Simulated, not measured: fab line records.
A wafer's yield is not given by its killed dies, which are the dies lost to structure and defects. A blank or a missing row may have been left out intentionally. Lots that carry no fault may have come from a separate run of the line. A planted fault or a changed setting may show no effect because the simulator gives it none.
Matching of chambers -- flow nand_harc -- NHARC_A_STAIRCASE_DESCUM_443 on rie_diel-05: 4 sister chambers
The step chemistry O2, time 3 s. 8 wafers are shown with their chamber, then 9 later ones without.

== EACH WAFER AND ITS CHAMBER ==
wafer,chamber,drypump_motor_current_A (A),throttle_valve_pct (%)
L081.1,2,5.3,11.310
L081.4,0,6.1,11.294
L082.2,2,5.4,11.299
L082.3,1,6.0,11.317
L082.4,3,5.0,11.309
L084.1,3,5.0,11.313
L084.2,1,6.0,11.317
L084.4,0,6.0,11.308

== WAFERS WITHOUT THEIR CHAMBER ==
wafer,drypump_motor_current_A (A),throttle_valve_pct (%)
L086.3,6.1,11.302
L086.5,6.0,11.318
L086.6,5.3,11.300
L091.1,6.1,11.323
L091.2,5.3,11.311
L091.3,5.0,11.311
L095.2,6.1,11.303
L095.5,5.0,11.313
L095.6,5.3,11.310

== EACH ONE'S CHAMBER ==
wafer,from the rows above,in truth
L086.3,0,0
L086.5,1,1
L086.6,2,2
L091.1,can't be placed: 1 or 0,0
L091.2,2,2
L091.3,3,3
L095.2,can't be placed: 0 or 1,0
L095.5,3,3
L095.6,2,2
Placed correctly: 7 of 9. Unplaceable from these rows: 2, with the true chamber sitting among the candidates in 2. Number placed wrongly: 0.
How it was worked out, from the rows above alone: a wafer's distance from a chamber is the root of the sum, over the readings, of the square of ((its reading less the chamber's mean) divided by the reading's scatter). The wafer belongs to the nearest chamber; if the next one is less than 2 further off, it can't be placed. Each chamber's mean is taken over the wafers shown for it. The scatter: the root of (the sum of the squares of (reading less its chamber's mean) over the shown wafers, divided by (wafers less chambers)).
